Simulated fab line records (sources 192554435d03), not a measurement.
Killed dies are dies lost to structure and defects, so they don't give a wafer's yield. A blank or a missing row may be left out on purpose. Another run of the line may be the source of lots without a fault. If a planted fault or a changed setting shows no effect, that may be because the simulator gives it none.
Which tool did it? / flow n5-finfet / route of 1938 steps, sampled at 1 step: 24 lots, 72 wafers

WHAT THE GAUGES SHOWED, per wafer
N5_BEOL_M10_CD_MEAS_35: the cd target is 70 nm. Usual: cd-nm reads 70.3 nm (standard deviation 0.82).
lot=L074; measured=day 9 15:16; on=cd-sem-02; cd-nm (nm)=72.0 69.9 71.2; flag=
lot=L075; measured=day 9 22:17; on=cd-sem-01; cd-nm (nm)=69.4 70.7 71.6; flag=
lot=L077; measured=day 10 06:58; on=cd-sem-02; cd-nm (nm)=69.9 70.6 70.2; flag=
lot=L078; measured=day 10 11:22; on=cd-sem-03; cd-nm (nm)=70.4 70.6 69.5; flag=
lot=L076; measured=day 10 14:51; on=cd-sem-03; cd-nm (nm)=71.0 70.5 71.7; flag=
lot=L080; measured=day 10 21:58; on=cd-sem-03; cd-nm (nm)=69.4 71.2 70.3; flag=
lot=L079; measured=day 11 07:11; on=cd-sem-02; cd-nm (nm)=70.8 70.4 70.6; flag=
lot=L082; measured=day 11 23:50; on=cd-sem-01; cd-nm (nm)=69.1 69.4 70.7; flag=
lot=L081; measured=day 12 01:31; on=cd-sem-02; cd-nm (nm)=69.9 70.0 71.1; flag=
lot=L083; measured=day 12 05:19; on=cd-sem-02; cd-nm (nm)=71.4 71.5 70.5; flag=
lot=L084; measured=day 12 11:25; on=cd-sem-02; cd-nm (nm)=71.4 69.4 70.8; flag=
lot=L085; measured=day 12 17:36; on=cd-sem-02; cd-nm (nm)=69.9 70.3 68.6; flag=
lot=L086; measured=day 12 17:49; on=cd-sem-01; cd-nm (nm)=68.4 72.4 68.8; flag=
lot=L087; measured=day 13 05:05; on=cd-sem-03; cd-nm (nm)=69.7 72.1 70.8; flag=
lot=L089; measured=day 13 08:34; on=cd-sem-01; cd-nm (nm)=68.9 69.3 68.5; flag=
lot=L088; measured=day 13 16:12; on=cd-sem-02; cd-nm (nm)=69.4 70.7 68.6; flag=
lot=L090; measured=day 14 02:13; on=cd-sem-03; cd-nm (nm)=70.8 69.9 70.3; flag=
lot=L091; measured=day 14 02:40; on=cd-sem-03; cd-nm (nm)=70.0 70.1 69.1; flag=
lot=L092; measured=day 14 18:56; on=cd-sem-03; cd-nm (nm)=70.0 70.9 71.0; flag=
lot=L093; measured=day 14 21:03; on=cd-sem-03; cd-nm (nm)=71.1 70.0 70.6; flag=
lot=L094; measured=day 14 23:01; on=cd-sem-03; cd-nm (nm)=71.2 70.1 70.1; flag=
lot=L095; measured=day 15 15:17; on=cd-sem-03; cd-nm (nm)=70.2 70.5 70.6; flag=
lot=L097; measured=day 15 17:18; on=cd-sem-03; cd-nm (nm)=68.6 70.4 70.3; flag=
lot=L096; measured=day 15 20:19; on=cd-sem-01; cd-nm (nm)=69.9 70.9 69.9; flag=

WHICH TOOL RAN EACH LOT (tool, then ch and the chambers of the sampled wafers, then the start)
There is no process step in the record ahead of these readings.

AS READ BY THE TOOLS THEMSELVES (means over the sampled wafers that have a number; for cases with no such wafer, the mark the record gives instead)
The record holds no such reading with a usual standard deviation.

THE ANSWER, worked out from the rows above alone
Rule: take the mean of a lot's wafers that have a number; if it is more than 3 standard deviations from the usual mean, the lot is off. A lot without any number at a reading at which 4 lots or more have one is off too. Any other lot the step has rows for is counted as sound. After the gauges, taken in route order, come the tools' own readings; for these a lot's mean is taken, as printed above. The first step at which some lot is off is used, and at that step the reading that is off furthest; a lot without a number counts as furthest.
Across all readings shown, no lot is off: no conclusion can be drawn from this.

WHAT WAS PUT IN BY THE SIMULATOR
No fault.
